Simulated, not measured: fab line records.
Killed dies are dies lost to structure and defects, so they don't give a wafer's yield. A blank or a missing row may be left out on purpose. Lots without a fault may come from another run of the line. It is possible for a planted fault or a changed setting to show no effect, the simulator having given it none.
Comparing a struck lot with a sound one | flow n5_finfet | 40 steps out of a route of 1938
Sound: wafers L951.1, L951.3, L951.4. Struck: wafer L939.2. (L939.6 of the same lot was not struck and is left out.) The cause comes at the end.
For every step that has rows: the tool of each side, followed by ch and its chambers, followed by its first start. Under that, the readings that differ: sound wafers | struck wafers | difference of the means | sigmas: that difference in standard deviations of wafers without a fault.
alike: same words and numbers on both sides, and readings whose means sit less than 2 such deviations apart. not compared: any withheld reading, any reading some wafer has no value for, any bound like >300 that may hide the same value, and any number with overlapping values for which the record gives no deviation.
The two part at a step that has a row with sigmas, a row that says differs or no value, or rows on one side only. Non-overlapping numbers with no deviation appear without sigmas and do not part them. A reading that every wafer of one side lacks parts them only if that side has two wafers or more.

first, 12 steps without rows for these wafers: N5_HKMG_FIN_ETCH_54 (etches SiARC in CF4, target depth 45.5 nm, time 75.8 s); N5_HKMG_FIN_ETCH_55 (etches SOC in N2/H2, target depth 240 nm, time 300 s); N5_HKMG_FIN_STRIP_56 (strips in N2/H2); N5_HKMG_FIN_STRIP_57 (strips in CF4); N5_HKMG_FIN_ETCH_58 (etches SOC in N2/H2, target depth 215.8 nm, time 741 s); N5_HKMG_FIN_STRIP_93 (strips SOC in N2/H2, time 20 s); N5_HKMG_FIN_WET_ETCH_76 (etches Al2O3 in dNH4OH, stops on La2O3, target depth 2.25 nm, rinse time 30 s); N5_HKMG_FIN_STRIP_60 (strips in N2/H2, time 360 s); N5_HKMG_FIN_WET_ETCH_77 (etches La2O3 in dHCl, stops on HfO2, target depth 2 nm); N5_HKMG_FIN_WET_ETCH_78 (etches Al2O3 in dNH4OH, stops on La2O3, target depth 4.5 nm, rinse time 30 s); N5_HKMG_FIN_ALD_79 (deposits TiN, target thk 1.5 nm, pulse time 1 s, purge time 3 s); N5_HKMG_FIN_CVD_62 (deposits a-Si from Si2H6, target thk 3 nm, time 20.8 s).
N5_HKMG_FIN_RTA_80: time 2 s.
  sound on rtp_anneal-01 ch 0, day 9 09:44; struck on rtp_anneal-01 ch 0, day 6 06:36
then, 25 steps without rows for these wafers: N5_HKMG_FIN_PRECLEAN_64 (cleans in dHF, time 30 s); N5_HKMG_FIN_WET_ETCH_65 (etches a-Si in TMAH, stops on TiN, time 49 s, target depth 3 nm); N5_HKMG_FIN_WET_ETCH_81 (etches TiN in SC1, stops on HfO2, time 57 s, target depth 6 nm); N5_HKMG_FIN_WET_ETCH_82 (etches La2O3 in dHCl, stops on HfO2, target depth 2 nm, rinse time 30 s); N5_HKMG_FIN_ALD_36 (deposits TiN, target thk 1 nm, pulse time 1 s, purge time 3 s); N5_HKMG_FIN_PWFM_ALD_03 (deposits TiN, target thk 2 nm, pulse time 1 s, purge time 3 s); N5_HKMG_FIN_COAT_29 (time 60 s, resist thk 300 nm); N5_HKMG_FIN_COAT_30 (time 60 s, resist thk 35 nm); N5_HKMG_FIN_COAT_06 (resist thk 90 nm); N5_HKMG_FIN_EBR_08; N5_HKMG_FIN_SOFTBAKE_07 (time 60 s); N5_HKMG_FIN_EXPOSE_09 (exposes mask NWFM); N5_HKMG_FIN_PEB_10 (peb time 60 s); N5_HKMG_FIN_DEVELOP_11 (develop time 30 s); N5_HKMG_FIN_DESCUM_17 (chemistry O2, time 7.9 s); N5_HKMG_FIN_ETCH_31 (etches SiARC in CF4, target depth 45.5 nm, time 75.8 s); N5_HKMG_FIN_ETCH_32 (etches SOC in N2/H2, target depth 240 nm, time 300 s); N5_HKMG_FIN_STRIP_33 (strips in N2/H2); N5_HKMG_FIN_STRIP_34 (strips in CF4); N5_HKMG_FIN_ETCH_35 (etches SOC in N2/H2, target depth 215.8 nm, time 243.4 s); N5_HKMG_FIN_STRIP_92 (strips SOC in N2/H2, time 20 s); N5_HKMG_FIN_WET_ETCH_18 (etches TiN in SC1, time 55 s, target depth 5.2 nm, rinse time 30 s); N5_HKMG_FIN_STRIP_19 (strips in N2/H2, time 360 s); N5_HKMG_FIN_ALD_91 (deposits TiN, target thk 1 nm, pulse time 1 s, purge time 3 s); N5_HKMG_FIN_COAT_85 (time 60 s, resist thk 300 nm).
-- here the record skips 5 days between the struck wafers' starts before and after, leaving off in module HKMG_FIN and picking up in module BEOL_M4 (first step shown: number 1111 of the route) --
N5_BEOL_M4_RC_MEAS_101:
  sound on prober-01 ch 0, day 14 05:29; struck on prober-01 ch 0, day 11 09:19
  reading             | sound                      | struck   | difference | sigmas
  DIBL_N (mV/V)       | 39.6 38.3 37.3             | 34.8     | -3.6       | -3
  IOFF_N (nA/um)      | 0.214 0.193 0.175          | 0.121    | -0.073     | -3
  IOFF_P_LIN (nA/um)  | 0.112 0.105 0.098          | 0.124    | +0.019     | +2
  IOFF_P_LONG (nA/um) | 0.000105 0.000112 0.000114 | 0.000128 | +0.000018  | +2
  ION_N (uA/um)       | 692 689 678                | 663      | -23        | -3
  VT_N (mV)           | 246 247 248                | 257      | +10        | +3
  VT_N_LVT (mV)       | 93 94 95                   | 117      | +23        | +7
  VT_P (mV)           | -248.8 -248.4 -250.1       | -241.1   | +8.0       | +3
  VT_P_LONG (mV)      | -273.0 -274.0 -272.2       | -264.7   | +8.4       | +3
  alike: DIBL_P, IOFF_P, IOFF_P_85C, ION_P, SS_N, SS_P
-- here the record skips 5 days between the struck wafers' starts before and after, leaving off in module BEOL_M4 and picking up in module PASSIVATION (first step shown: number 1936 of the route) --
N5_PASSIVATION_PROBE_49:
  sound on prober-02, day 18 15:49; struck on prober-02, day 16 01:58
  reading         | sound | struck | difference | sigmas
  killed_at_other | 2 2 4 | 9      | +6         | +2
  alike: defect_limited_yield, killed_at_M0_to_M3, killed_at_M4_up, killed_at_contacts, killed_at_front_end, killed_dies, killed_open, killed_short, sort_bin_5_function, sort_bin_6_memory, sort_n_pass, sort_yield_pct
  not compared: sort_bin_4_leakage

## WHERE THEY PART
First at N5_BEOL_M4_RC_MEAS_101; last, within this record, at N5_PASSIVATION_PROBE_49.

WHY: what the simulator had put in
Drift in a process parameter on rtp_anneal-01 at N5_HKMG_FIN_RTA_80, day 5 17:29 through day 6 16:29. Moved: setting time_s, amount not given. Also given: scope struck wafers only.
